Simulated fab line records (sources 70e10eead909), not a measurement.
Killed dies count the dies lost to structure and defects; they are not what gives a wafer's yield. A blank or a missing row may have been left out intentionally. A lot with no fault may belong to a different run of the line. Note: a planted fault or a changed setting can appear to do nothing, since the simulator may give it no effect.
A lot that was struck, set against a sound lot	flow nand_harc	14 out of 1159 route steps
Sound: these wafers, L820.3, L820.4, L820.5. The struck wafers were L825.3, L825.4, L825.6. The cause is named last.
For every step that has rows: the tool of each side, followed by ch and its chambers, followed by its first start. Under that, the readings that differ: sound wafers	struck wafers	difference of the means	sigmas: that difference in standard deviations of wafers without a fault.
alike: readings whose means differ by less than 2 such deviations, and words and numbers that are the same on both sides. not compared: withheld readings, readings that some wafer has no value for, bounds like >300 that may hide the same value, and numbers for which the record gives no deviation and whose values overlap.
Wherever a step has rows on one side only, a row that says differs or no value, or a row with sigmas, the two part there. Non-overlapping numbers with no deviation appear without sigmas and do not part them. Lack of a reading on every wafer of one side parts them only where that side has two or more wafers.

NHARC_P_BONDPAD_ACTIVATE_29: chemistry N2, time 60 s.
  sound on rie_diel-02 ch 0,3, day 7 19:36; struck on rie_diel-02 ch 0,2,3, day 9 01:59
  alike: drypump_motor_current_A, oes_product_au, rf_vpp_V, showerhead_plenum_p_Torr
  not compared: rf_hours_counter_h
then, 2 steps without rows for these wafers: NHARC_P_BONDPAD_PRECLEAN_30 (cleans in DIW, time 300 s); NHARC_P_BONDPAD_SRD_31 (time 30 s, dry time 20 s).
NHARC_A_START_INSPECT_01:
  struck on defect_inspect-01, day 9 02:23; sound on defect_inspect-01, day 7 20:00
  alike: raw_defect_count
then, 8 steps without rows for these wafers: NHARC_A_ZERO_WELL_PRECLEAN_00 (cleans in SPM, time 600 s); NHARC_A_ZERO_WELL_SRD_01; NHARC_A_ZERO_WELL_DEHYDRATE_02 (time 120 s); NHARC_A_ZERO_WELL_HMDS_03 (time 30 s); NHARC_A_ZERO_WELL_COAT_18 (time 65 s); NHARC_A_ZERO_WELL_COAT_04 (resist thk 600 nm); NHARC_A_ZERO_WELL_SOFTBAKE_05 (time 70 s); NHARC_A_ZERO_WELL_EBR_06.
NHARC_A_ZERO_WELL_EXPOSE_07: exposes mask A ZERO.
  sound on krf_scanner-01 ch 0, day 7 20:35; struck on krf_scanner-02, day 9 03:05
  no value came back on the struck wafers for exposure_dose_mJ_cm2, focus_offset_nm (nm); on the sound wafers exposure_dose_mJ_cm2 reads 33.85 33.86 33.84
  alike: mask
then, 1 step without rows for these wafers: NHARC_A_ZERO_WELL_PEB_08 (peb time 80 s).

## WHERE THEY PART
Only at NHARC_A_ZERO_WELL_EXPOSE_07, as far as this record shows.

WHY: the cause the simulator had injected
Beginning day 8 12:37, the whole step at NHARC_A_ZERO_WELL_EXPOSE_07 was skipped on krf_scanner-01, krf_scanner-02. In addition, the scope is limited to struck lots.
